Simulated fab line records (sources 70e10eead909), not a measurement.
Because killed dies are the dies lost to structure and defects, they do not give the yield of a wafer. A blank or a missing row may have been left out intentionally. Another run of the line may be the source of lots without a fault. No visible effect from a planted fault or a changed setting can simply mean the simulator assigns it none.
Chamber matching / flow nandHarc / 4 sister chambers for NHARC_A_WL_FILL_ALD_02 on aldMetal-02
The step deposits TiN, target thk 2 nm, pulse time 3 s, ald cycles 100. 14 wafers are shown with their chamber, then 7 later ones without.

== WAFERS, EACH WITH ITS CHAMBER ==
wafer=L601.2; chamber=0; heaterPowerW (W)=971; precursorPulseHeightRel=0.993
wafer=L601.5; chamber=0; heaterPowerW (W)=988; precursorPulseHeightRel=0.967
wafer=L601.6; chamber=1; heaterPowerW (W)=1346; precursorPulseHeightRel=0.979
wafer=L599.2; chamber=0; heaterPowerW (W)=981; precursorPulseHeightRel=0.979
wafer=L599.3; chamber=3; heaterPowerW (W)=1076; precursorPulseHeightRel=1.016
wafer=L599.6; chamber=0; heaterPowerW (W)=971; precursorPulseHeightRel=1.015
wafer=L603.1; chamber=1; heaterPowerW (W)=1267; precursorPulseHeightRel=1.003
wafer=L603.5; chamber=2; heaterPowerW (W)=1104; precursorPulseHeightRel=1.009
wafer=L603.6; chamber=1; heaterPowerW (W)=1305; precursorPulseHeightRel=1.020
wafer=L602.2; chamber=2; heaterPowerW (W)=1107; precursorPulseHeightRel=0.994
wafer=L602.3; chamber=0; heaterPowerW (W)=996; precursorPulseHeightRel=1.002
wafer=L602.6; chamber=0; heaterPowerW (W)=985; precursorPulseHeightRel=0.965
wafer=L611.1; chamber=1; heaterPowerW (W)=1319; precursorPulseHeightRel=0.972
wafer=L611.2; chamber=0; heaterPowerW (W)=1024; precursorPulseHeightRel=0.964

SIGNATURES, as means of the wafers listed above
reading=heaterPowerW; chamber 0=988.00; chamber 1=1309.25; chamber 2=1105.50; chamber 3=1076.00; scatter within a chamber=22.9
reading=precursorPulseHeightRel; chamber 0=0.98357; chamber 1=0.99350; chamber 2=1.00150; chamber 3=1.01600; scatter within a chamber=0.02
Rule: distance of a wafer from a chamber = root of the sum over the readings of ((wafer's reading minus chamber's mean) / reading's scatter) squared. If the next closest chamber is less than 2 further off than the closest, the wafer can't be placed; otherwise it belongs to the closest. The scatter: the root of (the sum of the squares of (reading less its chamber's mean) over the shown wafers, divided by (wafers less chambers)).

== WAFERS WHOSE CHAMBER IS MISSING ==
wafer=L611.4; heaterPowerW (W)=1085; precursorPulseHeightRel=0.994
wafer=L619.1; heaterPowerW (W)=1243; precursorPulseHeightRel=1.005
wafer=L619.2; heaterPowerW (W)=1042; precursorPulseHeightRel=1.016
wafer=L619.3; heaterPowerW (W)=1158; precursorPulseHeightRel=0.999
wafer=L621.2; heaterPowerW (W)=989; precursorPulseHeightRel=1.003
wafer=L621.4; heaterPowerW (W)=1267; precursorPulseHeightRel=0.991
wafer=L621.6; heaterPowerW (W)=1283; precursorPulseHeightRel=1.010

== THE CHAMBER EACH PASSED THROUGH ==
wafer=L611.4; from the rows above=can't be placed: 2 or 3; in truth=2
wafer=L619.1; from the rows above=1; in truth=1
wafer=L619.2; from the rows above=can't be placed: 3 or 0 or 2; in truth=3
wafer=L619.3; from the rows above=can't be placed: 2 or 3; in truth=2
wafer=L621.2; from the rows above=0; in truth=0
wafer=L621.4; from the rows above=1; in truth=1
wafer=L621.6; from the rows above=1; in truth=1
Correctly placed: 4 of 7. Unplaceable from these rows: 3, with the true chamber sitting among the candidates in 3. 0 placed wrongly.
